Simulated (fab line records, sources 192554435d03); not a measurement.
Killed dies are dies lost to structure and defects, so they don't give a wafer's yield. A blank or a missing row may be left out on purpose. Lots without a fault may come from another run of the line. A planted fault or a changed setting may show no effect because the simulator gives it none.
Which tool did it? | flow n5_finfet | 24 lots, 72 wafers sampled, at 6 steps of a route of 1938

WHAT THE GAUGES READ, wafer by wafer
The record holds no reading of a measuring or inspecting step that can be judged against a usual standard deviation.

WHICH TOOL RAN EACH LOT (tool, then ch and the chambers of the sampled wafers, then the start)
lot  | N5_BEOL_M1_SPUTTER_79        | N5_BEOL_M1_SPUTTER_86        | N5_BEOL_M1_SPUTTER_96        | N5_BEOL_M2_HM_DEP_02         | N5_BEOL_M2_ETCH_63                 | N5_BEOL_M2_ETCH_64
L074 | pvd_sputter-01, day 6 09:17  | pvd_sputter-01, day 6 09:44  | pvd_sputter-01, day 6 10:50  | pvd_sputter-03, day 6 12:30  | rie_diel-01 ch 0,2,3, day 6 13:12  | rie_diel-01 ch 0,2,3, day 6 13:14
L075 | pvd_sputter-01, day 6 19:34  | pvd_sputter-01, day 6 20:01  | pvd_sputter-01, day 6 21:07  | pvd_sputter-03, day 7 01:59  | rie_diel-01 ch 0,3, day 7 02:41    | rie_diel-01 ch 0,3, day 7 02:43
L076 | pvd_sputter-01, day 7 08:25  | pvd_sputter-01, day 7 08:51  | pvd_sputter-01, day 7 09:57  | pvd_sputter-02, day 7 15:01  | rie_diel-05 ch 0,3, day 7 15:43    | rie_diel-05 ch 0,3, day 7 15:44
L077 | pvd_sputter-02, day 7 11:20  | pvd_sputter-02, day 7 11:46  | pvd_sputter-02, day 7 12:52  | pvd_sputter-01, day 7 15:22  | rie_diel-01 ch 0,1,2, day 7 15:56  | rie_diel-01 ch 0,1,2, day 7 15:58
L078 | pvd_sputter-02, day 7 13:13  | pvd_sputter-02, day 7 13:39  | pvd_sputter-02, day 7 14:45  | pvd_sputter-03, day 7 16:24  | rie_diel-01 ch 0,3, day 7 17:05    | rie_diel-01 ch 0,3, day 7 17:07
L079 | pvd_sputter-01, day 7 18:02  | pvd_sputter-01, day 7 18:28  | pvd_sputter-01, day 7 19:34  | pvd_sputter-02, day 7 21:32  | rie_diel-06 ch 0,3, day 7 22:07    | rie_diel-06 ch 0,3, day 7 22:08
L081 | pvd_sputter-02, day 8 01:41  | pvd_sputter-02, day 8 02:07  | pvd_sputter-02, day 8 03:13  | pvd_sputter-02, day 8 04:47  | rie_diel-06 ch 0,1,3, day 8 05:29  | rie_diel-06 ch 0,1,3, day 8 05:30
L080 | pvd_sputter-01, day 8 02:05  | pvd_sputter-01, day 8 02:31  | pvd_sputter-01, day 8 03:37  | pvd_sputter-02, day 8 06:53  | rie_diel-01 ch 0,1,3, day 8 07:35  | rie_diel-01 ch 0,1,3, day 8 07:36
L082 | pvd_sputter-02, day 8 11:53  | pvd_sputter-02, day 8 12:19  | pvd_sputter-02, day 8 13:25  | pvd_sputter-02, day 8 15:08  | rie_diel-01 ch 0,2,3, day 8 15:50  | rie_diel-01 ch 0,2,3, day 8 15:52
L083 | pvd_sputter-01, day 8 15:53  | pvd_sputter-01, day 8 16:20  | pvd_sputter-01, day 8 17:26  | pvd_sputter-02, day 8 20:11  | rie_diel-01 ch 0,1,2, day 8 20:46  | rie_diel-01 ch 0,1,2, day 8 20:47
L084 | pvd_sputter-02, day 9 00:30  | pvd_sputter-02, day 9 00:56  | pvd_sputter-02, day 9 02:02  | pvd_sputter-03, day 9 03:29  | rie_diel-05 ch 0,3, day 9 04:05    | rie_diel-05 ch 0,3, day 9 04:07
L086 | pvd_sputter-02, day 9 10:58  | pvd_sputter-02, day 9 11:24  | pvd_sputter-02, day 9 12:30  | pvd_sputter-03, day 9 14:46  | rie_diel-06 ch 0,1,2, day 9 15:27  | rie_diel-06 ch 0,1,2, day 9 15:29
L085 | pvd_sputter-03, day 9 10:59  | pvd_sputter-03, day 9 11:25  | pvd_sputter-03, day 9 12:31  | pvd_sputter-03, day 9 14:52  | rie_diel-05 ch 0,1,3, day 9 15:40  | rie_diel-05 ch 0,1,3, day 9 15:41
L088 | pvd_sputter-01, day 9 20:36  | pvd_sputter-01, day 9 21:02  | pvd_sputter-01, day 9 22:08  | pvd_sputter-02, day 9 23:47  | rie_diel-01 ch 0,1,3, day 10 00:23 | rie_diel-01 ch 0,1,3, day 10 00:24
L087 | pvd_sputter-02, day 10 08:14 | pvd_sputter-02, day 10 08:41 | pvd_sputter-02, day 10 09:47 | pvd_sputter-02, day 10 11:47 | rie_diel-06 ch 1,2, day 10 12:31   | rie_diel-06 ch 1,2, day 10 12:32
L089 | pvd_sputter-01, day 10 11:18 | pvd_sputter-01, day 10 11:44 | pvd_sputter-01, day 10 12:50 | pvd_sputter-02, day 10 15:18 | rie_diel-05 ch 1,2,3, day 10 16:01 | rie_diel-05 ch 1,2,3, day 10 16:02
L090 | pvd_sputter-03, day 10 11:31 | pvd_sputter-03, day 10 11:57 | pvd_sputter-03, day 10 13:03 | pvd_sputter-02, day 10 15:41 | rie_diel-06 ch 0,1,2, day 10 16:34 | rie_diel-06 ch 0,1,2, day 10 16:35
L092 | pvd_sputter-03, day 10 13:58 | pvd_sputter-03, day 10 14:25 | pvd_sputter-03, day 10 15:31 | pvd_sputter-02, day 10 17:42 | rie_diel-05 ch 1,2, day 10 18:25   | rie_diel-05 ch 1,2, day 10 18:26
L091 | pvd_sputter-02, day 10 16:00 | pvd_sputter-02, day 10 16:26 | pvd_sputter-02, day 10 17:32 | pvd_sputter-01, day 10 19:10 | rie_diel-06 ch 0,1,2, day 10 19:44 | rie_diel-06 ch 0,1,2, day 10 19:46
L093 | pvd_sputter-01, day 11 02:01 | pvd_sputter-01, day 11 02:27 | pvd_sputter-01, day 11 03:33 | pvd_sputter-03, day 11 07:01 | rie_diel-01 ch 1,2,3, day 11 07:35 | rie_diel-01 ch 1,2,3, day 11 07:37
L094 | pvd_sputter-01, day 11 04:55 | pvd_sputter-01, day 11 05:22 | pvd_sputter-01, day 11 06:28 | pvd_sputter-01, day 11 08:23 | rie_diel-06 ch 0,3, day 11 08:57   | rie_diel-06 ch 0,3, day 11 08:59
L095 | pvd_sputter-03, day 11 15:02 | pvd_sputter-03, day 11 15:28 | pvd_sputter-03, day 11 16:34 | pvd_sputter-01, day 11 20:05 | rie_diel-06 ch 1,3, day 11 20:39   | rie_diel-06 ch 1,3, day 11 20:41
L096 | pvd_sputter-02, day 12 01:58 | pvd_sputter-02, day 12 02:24 | pvd_sputter-02, day 12 03:30 | pvd_sputter-01, day 12 05:26 | rie_diel-05 ch 0,1,3, day 12 06:09 | rie_diel-05 ch 0,1,3, day 12 06:13
L097 | pvd_sputter-01, day 12 03:49 | pvd_sputter-01, day 12 04:16 | pvd_sputter-01, day 12 05:22 | pvd_sputter-03, day 12 07:30 | rie_diel-05 ch 0,1,3, day 12 08:15 | rie_diel-05 ch 0,1,3, day 12 08:17
- N5_BEOL_M1_SPUTTER_79: material Cu, target thk 4.5 nm, time 8.29 s.
- N5_BEOL_M1_SPUTTER_86: material Cu, target thk 4.5 nm, time 8.29 s.
- N5_BEOL_M1_SPUTTER_96: material Cu, target thk 4.5 nm, time 8.29 s.
- N5_BEOL_M2_HM_DEP_02: deposits TiN, target thk 20 nm.
- N5_BEOL_M2_ETCH_63: etches SiARC in CF4, target depth 15.6 nm, time 26 s.
- N5_BEOL_M2_ETCH_64: etches SOC in N2/H2, target depth 75 nm, overetch 22.5 nm, time 121.9 s.

WHAT THE TOOLS THEMSELVES READ (means of the sampled wafers that have a number; where no wafer has one, the mark that the record gives instead)
N5_BEOL_M1_SPUTTER_79.
lot  | tool           | throttle_valve_pct (%)
L074 | pvd_sputter-01 | 29.2
L075 | pvd_sputter-01 | 29.4
L076 | pvd_sputter-01 | 29.2
L077 | pvd_sputter-02 | 30.8
L078 | pvd_sputter-02 | 30.9
L079 | pvd_sputter-01 | 30.3
L081 | pvd_sputter-02 | 30.8
L080 | pvd_sputter-01 | 29.6
L082 | pvd_sputter-02 | 30.9
L083 | pvd_sputter-01 | 30.5
L084 | pvd_sputter-02 | 30.8
L086 | pvd_sputter-02 | 30.8
L085 | pvd_sputter-03 | 29.2
L088 | pvd_sputter-01 | 29.1
L087 | pvd_sputter-02 | 30.9
L089 | pvd_sputter-01 | 30.1
L090 | pvd_sputter-03 | 29.2
L092 | pvd_sputter-03 | 29.4
L091 | pvd_sputter-02 | 31.0
L093 | pvd_sputter-01 | 29.2
L094 | pvd_sputter-01 | 30.0
L095 | pvd_sputter-03 | 29.2
L096 | pvd_sputter-02 | 30.9
L097 | pvd_sputter-01 | 30.1

N5_BEOL_M1_SPUTTER_86.
lot  | tool           | throttle_valve_pct (%)
L074 | pvd_sputter-01 | 29.2
L075 | pvd_sputter-01 | 29.6
L076 | pvd_sputter-01 | 29.2
L077 | pvd_sputter-02 | 31.0
L078 | pvd_sputter-02 | 31.0
L079 | pvd_sputter-01 | 30.2
L081 | pvd_sputter-02 | 31.0
L080 | pvd_sputter-01 | 29.5
L082 | pvd_sputter-02 | 30.9
L083 | pvd_sputter-01 | 30.4
L084 | pvd_sputter-02 | 31.1
L086 | pvd_sputter-02 | 30.8
L085 | pvd_sputter-03 | 29.3
L088 | pvd_sputter-01 | 29.1
L087 | pvd_sputter-02 | 31.0
L089 | pvd_sputter-01 | 30.0
L090 | pvd_sputter-03 | 29.2
L092 | pvd_sputter-03 | 29.4
L091 | pvd_sputter-02 | 30.9
L093 | pvd_sputter-01 | 29.1
L094 | pvd_sputter-01 | 29.9
L095 | pvd_sputter-03 | 29.1
L096 | pvd_sputter-02 | 30.9
L097 | pvd_sputter-01 | 30.0

N5_BEOL_M1_SPUTTER_96.
lot  | tool           | throttle_valve_pct (%)
L074 | pvd_sputter-01 | 29.2
L075 | pvd_sputter-01 | 29.6
L076 | pvd_sputter-01 | 29.1
L077 | pvd_sputter-02 | 30.8
L078 | pvd_sputter-02 | 31.0
L079 | pvd_sputter-01 | 30.3
L081 | pvd_sputter-02 | 30.8
L080 | pvd_sputter-01 | 29.5
L082 | pvd_sputter-02 | 30.9
L083 | pvd_sputter-01 | 30.3
L084 | pvd_sputter-02 | 30.9
L086 | pvd_sputter-02 | 30.8
L085 | pvd_sputter-03 | 29.2
L088 | pvd_sputter-01 | 29.2
L087 | pvd_sputter-02 | 30.8
L089 | pvd_sputter-01 | 30.1
L090 | pvd_sputter-03 | 29.3
L092 | pvd_sputter-03 | 29.4
L091 | pvd_sputter-02 | 31.0
L093 | pvd_sputter-01 | 29.3
L094 | pvd_sputter-01 | 30.0
L095 | pvd_sputter-03 | 29.1
L096 | pvd_sputter-02 | 30.8
L097 | pvd_sputter-01 | 30.0

N5_BEOL_M2_HM_DEP_02.
lot  | tool           | throttle_valve_pct (%)
L074 | pvd_sputter-03 | 29.3
L075 | pvd_sputter-03 | 29.5
L076 | pvd_sputter-02 | 30.9
L077 | pvd_sputter-01 | 30.3
L078 | pvd_sputter-03 | 29.6
L079 | pvd_sputter-02 | 30.8
L081 | pvd_sputter-02 | 31.1
L080 | pvd_sputter-02 | 31.0
L082 | pvd_sputter-02 | 30.9
L083 | pvd_sputter-02 | 30.8
L084 | pvd_sputter-03 | 29.3
L086 | pvd_sputter-03 | 29.3
L085 | pvd_sputter-03 | 28.6
L088 | pvd_sputter-02 | 30.8
L087 | pvd_sputter-02 | 30.9
L089 | pvd_sputter-02 | 31.0
L090 | pvd_sputter-02 | 31.0
L092 | pvd_sputter-02 | 30.9
L091 | pvd_sputter-01 | 30.3
L093 | pvd_sputter-03 | 28.4
L094 | pvd_sputter-01 | 28.7
L095 | pvd_sputter-01 | 29.7
L096 | pvd_sputter-01 | 29.2
L097 | pvd_sputter-03 | 28.7

N5_BEOL_M2_ETCH_63.
lot  | tool        | bias_w (W) | drypump_motor_current_A (A) | etch_rf_on_time_s (s) | oes_product_au (a.u.) | rf_vpp_V (V) | showerhead_plenum_p_Torr (Torr) | throttle_valve_pct (%)
L074 | rie_diel-01 | 36.02      | 5.5                         | 26.0                  | 0.66                  | 184.4        | 2.17                            | 15.76
L075 | rie_diel-01 | 36.15      | 5.2                         | 25.6                  | 0.66                  | 184.3        | 2.17                            | 15.88
L076 | rie_diel-05 | 36.05      | 6.3                         | 26.2                  | 0.63                  | 184.5        | 2.17                            | 15.48
L077 | rie_diel-01 | 35.97      | 5.7                         | 26.1                  | 0.73                  | 183.6        | 2.13                            | 15.57
L078 | rie_diel-01 | 35.94      | 5.2                         | 26.0                  | 0.65                  | 184.7        | 2.17                            | 15.89
L079 | rie_diel-06 | 36.07      | 5.2                         | 26.0                  | 0.70                  | 182.5        | 2.11                            | 15.68
L081 | rie_diel-06 | 36.05      | 5.3                         | 25.9                  | 0.66                  | 183.7        | 2.13                            | 15.67
L080 | rie_diel-01 | 36.06      | 5.4                         | 25.9                  | 0.71                  | 183.9        | 2.13                            | 15.69
L082 | rie_diel-01 | 35.98      | 5.5                         | 26.2                  | 0.64                  | 184.3        | 2.17                            | 15.80
L083 | rie_diel-01 | 35.95      | 5.7                         | 26.1                  | 0.71                  | 184.1        | 2.13                            | 15.59
L084 | rie_diel-05 | 36.10      | 6.3                         | 26.2                  | 0.63                  | 184.0        | 2.16                            | 15.51
L086 | rie_diel-06 | 35.93      | 5.5                         | 26.4                  | 0.65                  | 184.5        | 2.15                            | 15.69
L085 | rie_diel-05 | 36.08      | 6.0                         | 26.3                  | 0.65                  | 185.2        | 2.20                            | 15.57
L088 | rie_diel-01 | 36.10      | 5.4                         | 26.1                  | 0.70                  | 183.0        | 2.12                            | 15.73
L087 | rie_diel-06 | 36.10      | 6.1                         | 26.2                  | 0.60                  | 184.9        | 2.17                            | 15.78
L089 | rie_diel-05 | 36.08      | 5.5                         | 26.5                  | 0.65                  | 185.4        | 2.23                            | 15.68
L090 | rie_diel-06 | 36.01      | 5.5                         | 26.5                  | 0.64                  | 184.1        | 2.14                            | 15.69
L092 | rie_diel-05 | 35.95      | 5.3                         | 26.4                  | 0.60                  | 186.1        | 2.21                            | 15.91
L091 | rie_diel-06 | 35.97      | 5.6                         | 26.4                  | 0.64                  | 184.6        | 2.14                            | 15.70
L093 | rie_diel-01 | 35.88      | 5.7                         | 25.7                  | 0.67                  | 184.9        | 2.17                            | 15.80
L094 | rie_diel-06 | 35.88      | 5.2                         | 25.7                  | 0.67                  | 183.9        | 2.10                            | 15.75
L095 | rie_diel-06 | 35.98      | 5.6                         | 26.0                  | 0.61                  | 183.9        | 2.13                            | 15.81
L096 | rie_diel-05 | 36.07      | 6.0                         | 26.1                  | 0.72                  | 184.0        | 2.19                            | 15.45
L097 | rie_diel-05 | 36.04      | 6.0                         | 26.1                  | 0.72                  | 184.9        | 2.19                            | 15.44

N5_BEOL_M2_ETCH_64.
lot  | tool        | bias_w (W) | drypump_motor_current_A (A) | oes_product_au (a.u.) | rf_vpp_V (V) | showerhead_plenum_p_Torr (Torr) | throttle_valve_pct (%)
L074 | rie_diel-01 | 149.9      | 5.5                         | 0.59                  | 525.0        | 2.58                            | 17.93
L075 | rie_diel-01 | 150.1      | 5.3                         | 0.58                  | 524.9        | 2.56                            | 17.97
L076 | rie_diel-05 | 150.1      | 6.3                         | 0.56                  | 524.3        | 2.56                            | 17.72
L077 | rie_diel-01 | 150.1      | 5.7                         | 0.65                  | 524.2        | 2.54                            | 17.78
L078 | rie_diel-01 | 150.0      | 5.2                         | 0.58                  | 525.0        | 2.56                            | 17.97
L079 | rie_diel-06 | 149.6      | 5.2                         | 0.62                  | 522.5        | 2.51                            | 17.82
L081 | rie_diel-06 | 150.2      | 5.3                         | 0.59                  | 523.4        | 2.52                            | 17.77
L080 | rie_diel-01 | 150.1      | 5.4                         | 0.64                  | 524.1        | 2.52                            | 17.82
L082 | rie_diel-01 | 150.3      | 5.5                         | 0.58                  | 524.9        | 2.57                            | 17.96
L083 | rie_diel-01 | 150.3      | 5.7                         | 0.63                  | 523.8        | 2.53                            | 17.80
L084 | rie_diel-05 | 150.2      | 6.3                         | 0.56                  | 524.6        | 2.56                            | 17.76
L086 | rie_diel-06 | 149.4      | 5.6                         | 0.58                  | 522.7        | 2.54                            | 17.72
L085 | rie_diel-05 | 149.7      | 6.0                         | 0.58                  | 525.8        | 2.62                            | 17.78
L088 | rie_diel-01 | 149.9      | 5.5                         | 0.62                  | 523.3        | 2.51                            | 17.85
L087 | rie_diel-06 | 149.8      | 6.1                         | 0.54                  | 524.6        | 2.58                            | 17.77
L089 | rie_diel-05 | 150.1      | 5.5                         | 0.57                  | 527.8        | 2.65                            | 17.88
L090 | rie_diel-06 | 149.9      | 5.6                         | 0.57                  | 524.2        | 2.54                            | 17.74
L092 | rie_diel-05 | 149.8      | 5.3                         | 0.54                  | 526.8        | 2.63                            | 18.10
L091 | rie_diel-06 | 150.0      | 5.6                         | 0.57                  | 524.2        | 2.54                            | 17.75
L093 | rie_diel-01 | 149.8      | 5.8                         | 0.59                  | 524.5        | 2.57                            | 18.01
L094 | rie_diel-06 | 149.8      | 5.2                         | 0.59                  | 522.3        | 2.49                            | 17.88
L095 | rie_diel-06 | 150.3      | 5.6                         | 0.55                  | 523.1        | 2.53                            | 17.91
L096 | rie_diel-05 | 149.5      | 6.0                         | 0.64                  | 526.0        | 2.61                            | 17.69
L097 | rie_diel-05 | 150.2      | 6.0                         | 0.64                  | 525.4        | 2.61                            | 17.68

THE ANSWER, worked out from the rows above alone
Rule: what is usual is taken from the lots themselves. Put in order of their means at a reading, lots are off if they are a third of the lots or fewer, leave a main group of 4 or more, and stand apart from it by a gap of 3 or more times the standard deviation of the main group's means; of several such gaps the widest counts. A main group whose means are all the same, to the digits that the tables above print for the reading, isn't used. A lot without any number at a reading at which 4 lots or more have one is off too. The other lots that the step has rows for count as sound. The gauges are gone through in route order, then the tools' own readings, and for those a lot's mean is taken as printed above. The first step at which some lot is off is used, and at that step the reading that is off furthest; a lot without a number counts as furthest.
No lot is off at any reading shown: from this, nothing can be told.

WHAT THE SIMULATOR HAD PUT IN
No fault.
